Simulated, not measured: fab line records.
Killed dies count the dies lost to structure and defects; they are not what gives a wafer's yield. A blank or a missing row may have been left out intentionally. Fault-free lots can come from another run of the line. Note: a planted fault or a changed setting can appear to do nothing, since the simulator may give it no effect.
Chamber matching ; flow n5_finfet ; N5_HKMG_FIN_PWFM_ALD_03 on ald_metal-02: 4 sister chambers
The step deposits TiN, target thk 2 nm, pulse time 1 s, purge time 3 s. 27 wafers are shown with their chamber, then 12 later ones without.

== WAFERS PAIRED WITH THEIR CHAMBERS ==
wafer;chamber;heater_power_w (W);heater_power_outer_w (W);precursor_pulse_height_rel
L074.2;1;794;495;1.028
L074.3;0;989;550;1.030
L074.4;3;897;531;1.025
L075.1;1;799;497;0.976
L075.3;2;788;459;1.009
L075.5;3;877;552;1.010
L076.1;3;882;536;0.995
L076.2;0;972;573;0.997
L076.5;2;775;457;1.001
L078.1;1;801;486;0.979
L078.2;0;971;552;1.008
L078.3;3;876;553;0.997
L078.4;2;802;457;1.009
L078.5;0;982;568;0.974
L078.6;1;799;493;0.973
L079.1;0;983;568;1.030
L079.4;1;777;485;1.013
L079.6;1;795;497;1.003
L085.1;2;776;444;0.994
L085.2;0;959;565;1.019
L085.5;2;767;456;1.020
L088.1;0;991;575;0.996
L088.2;1;808;488;1.028
L088.3;3;886;528;0.982
L088.4;2;791;468;1.013
L088.5;0;976;556;0.986
L088.6;1;802;491;1.000

SIGNATURES (means of the wafers above)
reading;chamber 0;chamber 1;chamber 2;chamber 3;scatter within a chamber
heater_power_w;977.88;796.88;783.17;883.60;10.4
heater_power_outer_w;563.38;491.50;456.83;540.00;8.46
precursor_pulse_height_rel;1.00500;1.00000;1.00767;1.00180;0.0185
Rule: distance of a wafer from a chamber = root of the sum over the readings of ((wafer's reading minus chamber's mean) / reading's scatter) squared. If the next closest chamber is less than 2 further off than the closest, the wafer can't be placed; otherwise it belongs to the closest. The scatter is the square root of a quotient: the sum, over the shown wafers, of each reading's squared deviation from its chamber's mean, divided by wafers minus chambers.

== WAFERS WITHOUT THEIR CHAMBER ==
wafer;heater_power_w (W);heater_power_outer_w (W);precursor_pulse_height_rel
L090.1;978;573;0.972
L090.2;783;455;1.002
L090.3;808;499;1.014
L092.1;763;466;1.007
L092.4;997;565;1.021
L092.6;914;543;1.002
L093.1;894;546;1.009
L093.2;993;564;0.986
L093.3;812;509;0.960
L093.4;791;465;1.005
L093.5;791;450;0.997
L093.6;902;534;0.979

== WHICH CHAMBER EACH WENT THROUGH ==
wafer;from the rows above;in truth
L090.1;0;0
L090.2;2;2
L090.3;1;1
L092.1;2;2
L092.4;0;0
L092.6;3;3
L093.1;3;3
L093.2;0;0
L093.3;1;1
L093.4;can't be placed: 2 or 1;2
L093.5;2;2
L093.6;3;3
Correct placement for 11 of the 12. Can't be placed from these rows: 1 (the true chamber is among the candidates in 1). 0 placed wrongly.
